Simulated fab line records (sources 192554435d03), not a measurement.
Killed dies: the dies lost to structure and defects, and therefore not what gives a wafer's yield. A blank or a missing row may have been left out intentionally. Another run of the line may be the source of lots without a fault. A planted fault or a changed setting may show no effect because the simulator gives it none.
fab line records	flow n5Finfet
[record] lots = 7	wafers = 21
route steps=1938 shown BEOL_M2@890 BEOL_M3@931 BEOL_M4@1059 BEOL_M5@1119
startH: hours from the record's first day to the start of the lot's first wafer shown	waitH: time in hours since the lot's previous step	" same as the row above	L1.1+2: several wafers, shown together as one row	- no value, or no start was given	* or withheld: withheld	< > ~ a bound
route shown NAME@n: NAME is a module with steps in the file, n the number in the route of the first one	usual: mean/standard deviation taken from wafers without a fault	same: alike in all rows	chamber/n: place in a boat	sites: per-site readings	_std_site: standard deviation of those values	_edge_site: outer sites' mean less inner sites'	radiusMm: for every site, how far away it sits from the centre of the wafer	mask NAME#n: copy n	behind: the tool/chamber that last shaped the wafer	hold: why the lot went on hold/how many hours it stayed there/how the hold came to an end	device: the transistor (n, p or np) that didn't switch	end of line: the route-end tests of the same wafers	where a step has no rows: the recipe by itself	killed: dies lost to structure and defects at the first sort, not the wafer's yield	map: a wafer's dies, x killed, . not, _ none there
set.NAME: the setting that was run; set.NAME@STEP: the one run at that earlier step	model.NAME: the simulator's own value behind a step, which no gauge read
one table per step and one row per wafer, for lots whose settings were changed on purpose
[[steps]]
[step N5_BEOL_M2_TRENCH_ETCH_37]
[recipe] chemistry = C4F6/O2	targetDepthA = 555.55	target = SiOC	timeS = 29.2	ionEnergyEv = 250	pressureMtorr = 30	sourceW = 355	biasW = 185	Ar_flow_sccm = 300	C4F6_flow_sccm = 10	O2_flow_sccm = 10
lot.wafer	tool	chamber	startH	waitH	set.timeS	model.etch.depthNm	model.BEOL_M2.featureDepthNm
L076.2	rieDiel-04	1	-	-	29.2	56.66	56.6
L076.4	"	2	"	"	29.2	55.61	55.6
L076.6	"	3	"	"	23.87	46.02	46
L082.1	rieDiel-03	0	-	-	25.86	48.03	48
L082.2	"	1	"	"	29.2	55.68	55.6
L082.4	"	2	"	"	25.86	47.31	47.4
L085.2	rieDiel-04	3	-	-	29.2	56.79	56.8
L085.3	"	1	"	"	27.22	52.49	52.4
L085.5	"	3	"	"	27.22	52.77	52.8
L090.1	rieDiel-03	3	-	-	31.69	59.92	60
L090.2	"	0	"	"	29.2	54.24	54.2
L090.6	"	0	"	"	31.69	58.54	58.6
L091.1	rieDiel-05	2	-	-	23.54	44.92	45
L091.4	"	1	"	"	29.2	54.18	54.2
L091.5	"	0	"	"	29.2	55.12	55.2
L095.4	rieDiel-04	2	-	-	29.2	53.96	54
L095.5	"	3	"	"	29.2	56.72	56.8
L095.6	"	0	"	"	29.2	56.12	56.2
L096.3	rieDiel-05	1	-	-	29.2	54.38	54.4
L096.5	"	2	"	"	29.2	55.34	55.4
L096.6	"	1	"	"	29.2	54.7	54.6
[step N5_BEOL_M2_ETCH_41]
[recipe] chemistry = CH3F/O2	target = SiCN	targetDepthA = 299	taperDeg = 2	timeS = 52.5	ionEnergyEv = 120	maskMaterial = TiN	pressureMtorr = 30	sourceW = 395	biasW = 75	Ar_flow_sccm = 150	CH3F_flow_sccm = 30	O2_flow_sccm = 20
[step N5_BEOL_M2_STRIP_97]
[recipe] chemistry = N2/H2	timeS = 10	powerW = 450	tempC = 40	pressureMtorr = 20	rfFrequencyHz = 6e+07	biasPowerW = 7	n2FlowSccm = 200	h2FlowSccm = 200
[step N5_BEOL_M2_OCD_MEAS_38]
[usual] trenchDepthNm = 55.3/0.96
lot.wafer	tool	chamber	startH	waitH	set.timeS@BEOL_M2_TRENCH_ETCH_37	trenchDepthNm
L076.2	ocd-02	-	143.37	-	29.2	56.8
L076.4	"	-	"	"	29.2	55.5
L076.6	"	-	"	"	23.87	46.5
L082.1	ocd-01	-	194.17	-	25.86	48.1
L082.2	"	-	"	"	29.2	55.2
L082.4	"	-	"	"	25.86	47.0
L085.2	ocd-02	-	212.50	-	29.2	56.4
L085.3	"	-	"	"	27.22	51.8
L085.5	"	-	"	"	27.22	52.9
L090.1	ocd-02	-	239.65	-	31.69	60.1
L090.2	"	-	"	"	29.2	54.1
L090.6	"	-	"	"	31.69	59.0
L091.1	ocd-01	-	239.75	-	23.54	44.9
L091.4	"	-	"	"	29.2	54.2
L091.5	"	-	"	"	29.2	55.0
L095.4	ocd-02	-	277.70	-	29.2	54.3
L095.5	"	-	"	"	29.2	56.8
L095.6	"	-	"	"	29.2	55.5
L096.3	ocd-01	-	281.35	-	29.2	55.0
L096.5	"	-	"	"	29.2	55.0
L096.6	"	-	"	"	29.2	54.3
[step N5_BEOL_M2_HM_STRIP_39]
[recipe] chemistry = peroxideTinStrip	material = TiN	targetDepthA = 250	tempC = 50	timeS = 158
[step N5_BEOL_M2_SRD_40]
[recipe] timeS = 30	tempC = 23	rinseLiquid = diw	dry = ipaMarangoni
[step N5_BEOL_M2_ECD_50]
[recipe] material = Cu	targetThkA = 3000
[step N5_BEOL_M2_ANNEAL_51]
[recipe] tempC = 225	timeS = 90	ambient = N2
[step N5_BEOL_M2_CMP_52]
[recipe] stopOn = SiOC	tOverpolishS = 6.8	downForcePsi = 1	platenRpm = 50	clearingPlatenDownForcePsi = 1.5	clearingPlatenRpm = 50	postCmpClean = cuAlkaline	targetThkNm = 40	clearingPlatenPadVelocityMS = 0.99484	padVelocityMS = 0.99484
lot.wafer	tool	chamber	startH	waitH	set.timeS@BEOL_M2_TRENCH_ETCH_37	model.Cu_of_BEOL_M2_ECD_50.thkNm
L076.2	cmp-03	3	147.17	0.2	29.2	41.8
L076.4	"	0	"	"	29.2	42
L076.6	"	2	"	"	23.87	30.2
L082.1	cmp-02	2	197.72	0.3	25.86	31.4
L082.4	"	3	"	"	25.86	30.2
L082.2	"	0	"	"	29.2	38.8
L085.3	cmp-02	2	216.13	0.2	27.22	37.2
L085.2	"	1	"	"	29.2	42
L085.5	"	3	"	"	27.22	37.6
L090.1	cmp-01	0	243.04	0.3	31.69	44.6
L090.2	"	3	"	"	29.2	39.8
L090.6	"	0	"	"	31.69	43.6
L091.1	cmp-01	2	245.00	0.5	23.54	31.4
L091.4	"	0	"	"	29.2	38.4
L091.5	"	2	"	"	29.2	40.8
L095.4	cmp-03	0	281.22	0.1	29.2	38.2
L095.5	"	0	"	"	29.2	41.6
L095.6	"	1	"	"	29.2	40.4
L096.3	cmp-01	2	284.77	0.2	29.2	39.2
L096.6+5	"	2,3	"	"	29.2	40.4
[step N5_BEOL_M2_THK_MEAS_53]
[recipe] thkMeasGauge = xrf	reads = Cu_of_BEOL_M2_ECD_50
[usual] M2_THK = 40.3/1.6
lot.wafer	tool	chamber	startH	waitH	set.timeS@BEOL_M2_TRENCH_ETCH_37	M2_THK[nm]
L076.2	filmMetro-01	-	147.43	-	29.2	42.3
L076.4	"	-	"	"	29.2	42.2
L076.6	"	-	"	"	23.87	30.6
L082.1	filmMetro-02	-	197.98	-	25.86	31.7
L082.2	"	-	"	"	29.2	39.2
L082.4	"	-	"	"	25.86	30.4
L085.2	filmMetro-02	-	216.42	-	29.2	42.7
L085.3	"	-	"	"	27.22	37.4
L085.5	"	-	"	"	27.22	38.0
L090.1	filmMetro-01	-	243.33	-	31.69	45.1
L090.2	"	-	"	"	29.2	40.3
L090.6	"	-	"	"	31.69	44.2
L091.1	filmMetro-02	-	245.25	-	23.54	31.8
L091.4	"	-	"	"	29.2	39.1
L091.5	"	-	"	"	29.2	41.3
L095.4	filmMetro-01	-	281.52	-	29.2	39.0
L095.5	"	-	"	"	29.2	42.6
L095.6	"	-	"	"	29.2	41.2
L096.3	filmMetro-01	-	285.07	-	29.2	39.9
L096.5	"	-	"	"	29.2	41.0
L096.6	"	-	"	"	29.2	41.3
[step N5_BEOL_M2_PRE_CLEAN_60]
[recipe] gas = NH3/H2	timeS = 15	tempC = *	rfPowerW = 300
[step N5_BEOL_M2_CO_CAP_55]
[recipe] material = Co	targetThkA = 20	tempC = 200	precursor = CCTBA/H2	pressureTorr = 30	timeS = 102.1
[step N5_BEOL_M2_PRE_CLEAN_56]
[recipe] gas = NH3	timeS = 15	tempC = withheld	rfPowerW = 300
[step N5_BEOL_M2_DEP_57]
[recipe] material = SiCN	targetThkA = 80	tempC = withheld	precursor = 3MS/NH3	pressureTorr = 3	rfW = 202	timeS = 14
[step N5_BEOL_M2_RS_MEAS_58]
[recipe] thkMeasGauge = four-point-probe	reads = Co_of_BEOL_M2_CO_CAP_55+Cu_of_BEOL_M2_ECD_50+Co_of_BEOL_M2_CVD_47+TaN_of_BEOL_M2_ALD_84
[usual] M2_RS = 0.68/0.033
lot.wafer	tool	chamber	startH	waitH	set.timeS@BEOL_M2_TRENCH_ETCH_37	M2_RS[ohm/sq]
L076.2	filmMetro-02	-	147.69	0.1	29.2	0.63
L076.4	"	-	"	"	29.2	0.63
L076.6	"	-	"	"	23.87	0.96
L082.1	filmMetro-02	-	198.24	0.0	25.86	0.92
L082.2	"	-	"	"	29.2	0.70
L082.4	"	-	"	"	25.86	0.97
L085.2	filmMetro-01	-	216.72	0.1	29.2	0.63
L085.3	"	-	"	"	27.22	0.74
L085.5	"	-	"	"	27.22	0.73
L090.1	filmMetro-02	-	243.59	0.0	31.69	0.58
L090.2	"	-	"	"	29.2	0.67
L090.6	"	-	"	"	31.69	0.60
L091.1	filmMetro-01	-	245.51	0.0	23.54	0.92
L091.4	"	-	"	"	29.2	0.71
L091.5	"	-	"	"	29.2	0.65
L095.4	filmMetro-01	-	281.78	0.0	29.2	0.71
L095.5	"	-	"	"	29.2	0.64
L095.6	"	-	"	"	29.2	0.66
L096.3	filmMetro-02	-	285.33	0.1	29.2	0.69
L096.5	"	-	"	"	29.2	0.66
L096.6	"	-	"	"	29.2	0.66
[step N5_BEOL_M3_ILD_DEP_00]
[recipe] material = SiOC	targetThkA = 790	tempC = 350	precursor = DEMS/O2	pressureTorr = 5	rfW = 500	timeS = 15.3
lot.wafer	tool	chamber	startH	waitH	set.timeS	model.SiOC_of_BEOL_M3_ILD_DEP_00.thkNm
L076.2	pecvd-01	1	147.75	0.0	15.3	78.2
L076.4	"	0	"	"	15.3	79.4
L076.6	"	2	"	"	15.3	80.4
L082.1	pecvd-01	1	198.30	0.0	14.35	73.6
L082.2	"	0	"	"	14.35	74.8
L082.4	"	0	"	"	15.3	78.8
L085.2	pecvd-02	0	216.79	0.0	14.63	75.6
L085.3	"	2	"	"	15.3	78.8
L085.5	"	0	"	"	14.63	76
L090.1	pecvd-04	2	243.66	0.0	14.09	73
L090.2	"	0	"	"	14.09	72
L090.6	"	1	"	"	15.3	78.8
L091.1	pecvd-01	1	245.57	0.0	13.05	66.8
L091.4	"	1	"	"	13.05	68.2
L091.5	"	2	"	"	15.3	81.2
L095.4	pecvd-01	0	281.85	0.1	17.55	91.2
L095.5	"	2	"	"	15.3	81.4
L095.6	"	1	"	"	17.55	92
L096.3	pecvd-04	0	285.41	0.1	15.3	77.8
L096.5	"	1	"	"	15.3	78.6
L096.6	"	0	"	"	15.3	79.2
[step N5_BEOL_M3_THK_MEAS_01]
[recipe] reads = SiOC_of_BEOL_M3_ILD_DEP_00
[usual] M3_ILD_THK = 78.9/1.1
lot.wafer	tool	chamber	startH	waitH	set.timeS@BEOL_M3_ILD_DEP_00	M3_ILD_THK[nm]
L076.2	filmMetro-01	-	147.82	0.1	15.3	78.2
L076.4	"	-	"	"	15.3	79.4
L076.6	"	-	"	"	15.3	80.4
L082.1	filmMetro-02	-	198.37	0.0	14.35	73.5
L082.2	"	-	"	"	14.35	74.7
L082.4	"	-	"	"	15.3	78.9
L085.2	filmMetro-01	-	216.85	0.1	14.63	75.5
L085.3	"	-	"	"	15.3	78.7
L085.5	"	-	"	"	14.63	76.0
L090.1	filmMetro-02	-	243.72	0.0	14.09	73.1
L090.2	"	-	"	"	14.09	72.1
L090.6	"	-	"	"	15.3	78.8
L091.1	filmMetro-01	-	245.64	0.0	13.05	66.7
L091.4	"	-	"	"	13.05	68.1
L091.5	"	-	"	"	15.3	81.1
L095.4	filmMetro-02	-	281.91	0.0	17.55	91.1
L095.5	"	-	"	"	15.3	81.4
L095.6	"	-	"	"	17.55	92.0
L096.3	filmMetro-01	-	285.48	0.1	15.3	77.8
L096.5	"	-	"	"	15.3	78.7
L096.6	"	-	"	"	15.3	79.2
[step N5_BEOL_M3_COAT_05]
[recipe] resist = CAR-EUV	spinRpm = 1500	resistThkNm = 30
lot.wafer	tool	chamber	startH	waitH	set.spinRpm	model.CAR-EUV_of_BEOL_M3_COAT_05.thkNm
L076.2	lithoTrack-02	0	-	-	1348	31.6
L076.4	"	0	"	"	1500	29.8
L076.6	"	0	"	"	1348	31.4
L082.1	lithoTrack-02	0	-	-	1500	30
L082.2+4	"	0	"	"	1453	30.4
L085.2+3+5	lithoTrack-03	0	-	-	1500	30.2
L090.1	lithoTrack-01	0	-	-	1500	30.2
L090.2	"	0	"	"	1500	30
L090.6	"	0	"	"	1596	29.2
L091.1	lithoTrack-01	0	-	-	1409	31
L091.4	"	0	"	"	1500	30
L091.5	"	0	"	"	1409	30.8
L095.4	lithoTrack-01	0	-	-	1500	30
L095.5+6	"	0	"	"	1359	31.4
L096.3+6	lithoTrack-02	0	-	-	1500	30
L096.5	"	0	"	"	1500	30.2
[step N5_BEOL_M3_EBR_07]
[recipe] solvent = PGMEA	ebrWidthMm = 1.5
[step N5_BEOL_M3_SOFTBAKE_06]
[recipe] tempC = 110	timeS = 60	resist = CAR-EUV
[step N5_BEOL_M3_DESCUM_16]
[recipe] chemistry = O2	timeS = 7	sourcePowerW = 50	biasPowerW = 20	pressureMtorr = 20	rfFrequencyHz = 2.712e+07	tempC = 40	resist = CAR-EUV	o2FlowSccm = 225
[step N5_BEOL_M3_ETCH_74]
[recipe] chemistry = N2/H2	target = underlayer	targetDepthA = 65	maskMaterial = CAR-EUV	timeS = 5.2	ionEnergyEv = 200	pressureMtorr = 30	sourceW = 840	biasW = 150	n2FlowSccm = 200	h2FlowSccm = 200	ends = cleared
lot.wafer	tool	chamber	startH	waitH	set.spinRpm@BEOL_M3_COAT_05	model.CAR-EUV_of_BEOL_M3_COAT_05.thkNm
L076.2+6	rieDiel-01	3,1	149.59	0.0	1348	21.8
L076.4	"	2	"	"	1500	20.2
L082.1	rieDiel-01	0	201.82	0.0	1500	20.4
L082.2+4	"	2,1	"	"	1453	20.8
L085.2+5	rieDiel-06	0,2	217.49	0.0	1500	20.6
L085.3	"	2	"	"	1500	20.4
L090.1+2	rieDiel-01	3,0	244.80	0.0	1500	20.4
L090.6	"	2	"	"	1596	19.4
L091.1+5	rieDiel-02	3	247.62	0.0	1409	21.2
L091.4	"	1	"	"	1500	20.2
L095.4	rieDiel-02	2	283.09	0.0	1500	20.2
L095.5	"	0	"	"	1359	21.8
L095.6	"	1	"	"	1359	21.6
L096.3+5+6	rieDiel-02	1,1,2	289.08	0.0	1500	20.4
[step N5_BEOL_M3_TRENCH_ETCH_37]
[recipe] chemistry = C4F6/O2	targetDepthA = 555.55	target = SiOC	timeS = 29.2	ionEnergyEv = 250	pressureMtorr = 30	sourceW = 355	biasW = 185	Ar_flow_sccm = 300	C4F6_flow_sccm = 10	O2_flow_sccm = 10
lot.wafer	tool	chamber	startH	waitH	set.timeS	model.etch.depthNm	model.BEOL_M3.featureDepthNm
L076.2	rieDiel-02	1	-	-	29.2	55.66	55.6
L076.4	"	0	"	"	29.2	55.36	55.4
L076.6	"	3	"	"	29.2	53.99	54
L082.1	rieDiel-01	1	-	-	31	58.77	58.8
L082.2	"	0	"	"	31	59.75	59.8
L082.4	"	3	"	"	29.2	54.84	54.8
L085.2	rieDiel-01	1	-	-	35.27	65.63	65.6
L085.3	"	0	"	"	35.27	67.35	67.4
L085.5	"	0	"	"	29.2	55.4	55.4
L090.1	rieDiel-02	2	-	-	33.08	61.07	61
L090.2	"	0	"	"	29.2	56.56	56.6
L090.6	"	3	"	"	33.08	59.99	60
L091.1	rieDiel-02	2	-	-	29.2	53.79	53.8
L091.4	"	0	"	"	27.45	53.7	53.8
L091.5	"	2	"	"	27.45	50.78	50.8
L095.4	rieDiel-06	1	-	-	29.2	55.95	56
L095.5	"	2	"	"	29.2	55.6	55.6
L095.6	"	1	"	"	29.2	56.09	56
L096.3	rieDiel-01	3	-	-	29.2	53.9	54
L096.5	"	3	"	"	29.2	53.85	53.8
L096.6	"	0	"	"	29.2	55.93	56
[step N5_BEOL_M3_ETCH_41]
[recipe] chemistry = CH3F/O2	target = SiCN	targetDepthA = 299	taperDeg = 2	timeS = 52.5	ionEnergyEv = 120	maskMaterial = TiN	pressureMtorr = 30	sourceW = 395	biasW = 75	Ar_flow_sccm = 150	CH3F_flow_sccm = 30	O2_flow_sccm = 20
[step N5_BEOL_M3_STRIP_97]
[recipe] chemistry = N2/H2	timeS = 10	powerW = 450	tempC = 40	pressureMtorr = 20	rfFrequencyHz = 6e+07	biasPowerW = 7	n2FlowSccm = 200	h2FlowSccm = 200
[step N5_BEOL_M3_OCD_MEAS_38]
[usual] trenchDepthNm = 55.4/1
lot.wafer	tool	chamber	startH	waitH	set.timeS@BEOL_M3_TRENCH_ETCH_37	trenchDepthNm
L076.2	ocd-01	-	156.34	-	29.2	56.1
L076.4	"	-	"	"	29.2	55.6
L076.6	"	-	"	"	29.2	53.8
L082.1	ocd-01	-	203.80	-	31	59.1
L082.2	"	-	"	"	31	60.1
L082.4	"	-	"	"	29.2	54.5
L085.2	ocd-02	-	220.94	-	35.27	65.7
L085.3	"	-	"	"	35.27	67.6
L085.5	"	-	"	"	29.2	55.6
L090.1	ocd-01	-	253.94	-	33.08	60.9
L090.2	"	-	"	"	29.2	56.6
L090.6	"	-	"	"	33.08	60.0
L091.1	ocd-01	-	257.87	-	29.2	53.5
L091.4	"	-	"	"	27.45	53.6
L091.5	"	-	"	"	27.45	50.9
L095.4	ocd-02	-	295.58	-	29.2	56.8
L095.5	"	-	"	"	29.2	56.0
L095.6	"	-	"	"	29.2	55.8
L096.3	ocd-02	-	295.97	-	29.2	54.1
L096.5	"	-	"	"	29.2	54.4
L096.6	"	-	"	"	29.2	55.8
[step N5_BEOL_M4_DESCUM_33]
[recipe] chemistry = O2	timeS = 7	sourcePowerW = 50	biasPowerW = 20	pressureMtorr = 20	rfFrequencyHz = 2.712e+07	tempC = 40	resist = CAR-EUV	o2FlowSccm = 225
lot.wafer	tool	chamber	startH	waitH	set.timeS	model.CAR-EUV_of_BEOL_M4_COAT_22.thkNm
L076.2+4	rieDiel-04	0,1	173.21	0.0	7	26
L076.6	"	1	"	"	6.401	26.4
L082.1+4	rieDiel-04	2	210.39	0.3	7	26.2
L082.2	"	3	"	"	7	26
L085.2+3	rieDiel-03	3,1	227.43	0.0	5.634	26.6
L085.5	"	0	"	"	7	26
L090.1	rieDiel-03	1	263.06	0.1	7	26.2
L090.2	"	3	"	"	6.28	26.4
L090.6	"	1	"	"	6.28	26.6
L091.1+5	rieDiel-04	3	264.68	0.0	7.774	25.8
L091.4	"	1	"	"	7	26.2
L095.4+6	rieDiel-04	2	303.10	0.1	7	26
L095.5	"	3	"	"	7.881	25.4
L096.3+5+6	rieDiel-04	1,0,3	303.32	0.0	7	26.4
[step N5_BEOL_M4_ETCH_77]
[recipe] chemistry = N2/H2	target = underlayer	targetDepthA = 65	maskMaterial = CAR-EUV	timeS = 5.2	ionEnergyEv = 200	pressureMtorr = 30	sourceW = 840	biasW = 150	n2FlowSccm = 200	h2FlowSccm = 200	ends = cleared
lot.wafer	tool	chamber	startH	waitH	set.timeS@BEOL_M4_DESCUM_33	model.CAR-EUV_of_BEOL_M4_COAT_22.thkNm
L076.2+4	rieDiel-04	0,1	173.24	0.0	7	20.2
L076.6	"	1	"	"	6.401	20.6
L082.1+2+4	rieDiel-04	2,3,2	210.43	0.0	7	20.4
L085.2+3	rieDiel-03	3,1	227.47	0.0	5.634	20.8
L085.5	"	0	"	"	7	20.4
L090.1	rieDiel-03	1	263.10	0.0	7	20.4
L090.2+6	"	3,1	"	"	6.28	20.8
L091.1+5	rieDiel-04	3	264.71	0.0	7.774	20.2
L091.4	"	1	"	"	7	20.4
L095.4	rieDiel-04	2	303.13	0.0	7	20.2
L095.5	"	3	"	"	7.881	19.8
L095.6	"	2	"	"	7	20.4
L096.3+5+6	rieDiel-04	1,0,3	303.35	0.0	7	20.6
[step N5_BEOL_M4_ETCH_69]
[recipe] chemistry = CF4	target = SiARC	targetDepthA = 156	maskMaterial = CAR-EUV	timeS = 26	ionEnergyEv = 80	pressureMtorr = 40	sourceW = 545	biasW = 36	Ar_flow_sccm = 100	cf4FlowSccm = 100	ends = cleared
lot.wafer	tool	chamber	startH	waitH	set.timeS@BEOL_M4_DESCUM_33	model.CAR-EUV_of_BEOL_M4_COAT_22.thkNm
L076.2+4	rieDiel-04	0,1	173.26	0.0	7	11
L076.6	"	1	"	"	6.401	11.4
L082.1+2+4	rieDiel-04	2,3,2	210.44	0.0	7	11.2
L085.2	rieDiel-03	3	227.48	0.0	5.634	11.6
L085.3	"	1	"	"	5.634	11.8
L085.5	"	0	"	"	7	11
L090.1	rieDiel-03	1	263.11	0.0	7	11.2
L090.2	"	3	"	"	6.28	11.4
L090.6	"	1	"	"	6.28	11.6
L091.1+5	rieDiel-04	3	264.73	0.0	7.774	11
L091.4	"	1	"	"	7	11.2
L095.4	rieDiel-04	2	303.15	0.0	7	11
L095.5	"	3	"	"	7.881	10.6
L095.6	"	2	"	"	7	11.2
L096.3+5+6	rieDiel-04	1,0,3	303.37	0.0	7	11.4
[step N5_BEOL_M4_TRENCH_ETCH_37]
[recipe] chemistry = C4F6/O2	targetDepthA = 555.55	target = SiOC	timeS = 29.2	ionEnergyEv = 250	pressureMtorr = 30	sourceW = 355	biasW = 185	Ar_flow_sccm = 300	C4F6_flow_sccm = 10	O2_flow_sccm = 10
[usual] rfVppV = 668/14
lot.wafer	tool	chamber	startH	waitH	set.biasW	rfVppV
L076.2	rieDiel-03	0	-	-	185	682
L076.4	"	3	"	"	155.4	558
L076.6	"	0	"	"	155.4	593
L082.1	rieDiel-04	2	-	-	185	686
L082.2	"	1	"	"	185	670
L082.4	"	1	"	"	174.7	639
L085.2	rieDiel-05	3	-	-	185	672
L085.3	"	0	"	"	201	716
L085.5	"	3	"	"	185	672
L090.1	rieDiel-05	0	-	-	185	671
L090.2	"	3	"	"	185	672
L090.6	"	0	"	"	197.7	707
L091.1	rieDiel-03	3	-	-	185	641
L091.4	"	2	"	"	163.8	595
L091.5	"	1	"	"	163.8	612
L095.4	rieDiel-04	1	-	-	185	670
L095.5	"	2	"	"	185	686
L095.6	"	3	"	"	185	674
L096.3	rieDiel-03	3	-	-	185	639
L096.5	"	3	"	"	185	639
L096.6	"	0	"	"	185	680
[step N5_BEOL_M5_COAT_71]
[recipe] resist = underlayer	tempC = 205	timeS = 60	spinRpm = 1500	resistThkNm = 5
lot.wafer	tool	chamber	startH	waitH	set.spinRpm
L076.2	lithoTrack-05	0	-	-	1564
L076.4+6	"	0	"	"	1500
L082.1	lithoTrack-01	0	-	-	1576
L082.2+4	"	0	"	"	1500
L085.2+3+5	lithoTrack-02	0	-	-	1500
L090.1+2+6	lithoTrack-02	0	-	-	1500
L091.1+4	lithoTrack-01	0	-	-	1451
L091.5	"	0	"	"	1500
L095.4	lithoTrack-05	0	-	-	1500
L095.5+6	"	0	"	"	1592
L096.3+5+6	lithoTrack-01	0	-	-	1500
[[key]]
[split] step = N5_BEOL_M2_TRENCH_ETCH_37	setting = timeS	stated = 29.2	by = wafer
[response] step = N5_BEOL_M2_TRENCH_ETCH_37	reading = model.etch.depthNm	change = +0.559	per = 1%	r = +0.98
[response] step = N5_BEOL_M2_TRENCH_ETCH_37	reading = model.BEOL_M2.featureDepthNm	change = +0.558	per = 1%	r = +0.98
[response] step = N5_BEOL_M2_OCD_MEAS_38	reading = trenchDepthNm	change = +0.548	per = 1%	r = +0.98
[response] step = N5_BEOL_M2_CMP_52	reading = model.Cu_of_BEOL_M2_ECD_50.thkNm	change = +0.555	per = 1%	r = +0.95
[response] step = N5_BEOL_M2_THK_MEAS_53	reading = M2_THK	change = +0.563	per = 1%	r = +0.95
[response] step = N5_BEOL_M2_RS_MEAS_58	reading = M2_RS	change = -0.0156	per = 1%	r = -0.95
[split] step = N5_BEOL_M3_ILD_DEP_00	setting = timeS	stated = 15.3	by = wafer
[response] step = N5_BEOL_M3_ILD_DEP_00	reading = model.SiOC_of_BEOL_M3_ILD_DEP_00.thkNm	change = +0.801	per = 1%	r = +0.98
[response] step = N5_BEOL_M3_THK_MEAS_01	reading = M3_ILD_THK	change = +0.8	per = 1%	r = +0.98
[split] step = N5_BEOL_M3_COAT_05	setting = spinRpm	stated = 1500	by = wafer
[response] step = N5_BEOL_M3_COAT_05	reading = model.CAR-EUV_of_BEOL_M3_COAT_05.thkNm	change = -0.154	per = 1%	r = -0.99
[response] step = N5_BEOL_M3_ETCH_74	reading = model.CAR-EUV_of_BEOL_M3_COAT_05.thkNm	change = -0.158	per = 1%	r = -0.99
[split] step = N5_BEOL_M3_TRENCH_ETCH_37	setting = timeS	stated = 29.2	by = wafer
[response] step = N5_BEOL_M3_TRENCH_ETCH_37	reading = model.etch.depthNm	change = +0.469	per = 1%	r = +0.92
[response] step = N5_BEOL_M3_TRENCH_ETCH_37	reading = model.BEOL_M3.featureDepthNm	change = +0.468	per = 1%	r = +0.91
[response] step = N5_BEOL_M3_OCD_MEAS_38	reading = trenchDepthNm	change = +0.468	per = 1%	r = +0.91
[split] step = N5_BEOL_M4_DESCUM_33	setting = timeS	stated = 7	by = wafer
[response] step = N5_BEOL_M4_DESCUM_33	reading = model.CAR-EUV_of_BEOL_M4_COAT_22.thkNm	change = -0.0359	per = 1%	r = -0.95
[response] step = N5_BEOL_M4_ETCH_77	reading = model.CAR-EUV_of_BEOL_M4_COAT_22.thkNm	change = -0.0284	per = 1%	r = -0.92
[response] step = N5_BEOL_M4_ETCH_69	reading = model.CAR-EUV_of_BEOL_M4_COAT_22.thkNm	change = -0.0341	per = 1%	r = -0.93
[split] step = N5_BEOL_M4_TRENCH_ETCH_37	setting = biasW	stated = 185	by = wafer
[response] step = N5_BEOL_M4_TRENCH_ETCH_37	reading = rfVppV	change = +5.51	per = 1%	r = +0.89
[split] step = N5_BEOL_M5_COAT_71	setting = spinRpm	stated = 1500	by = wafer
response none in this file
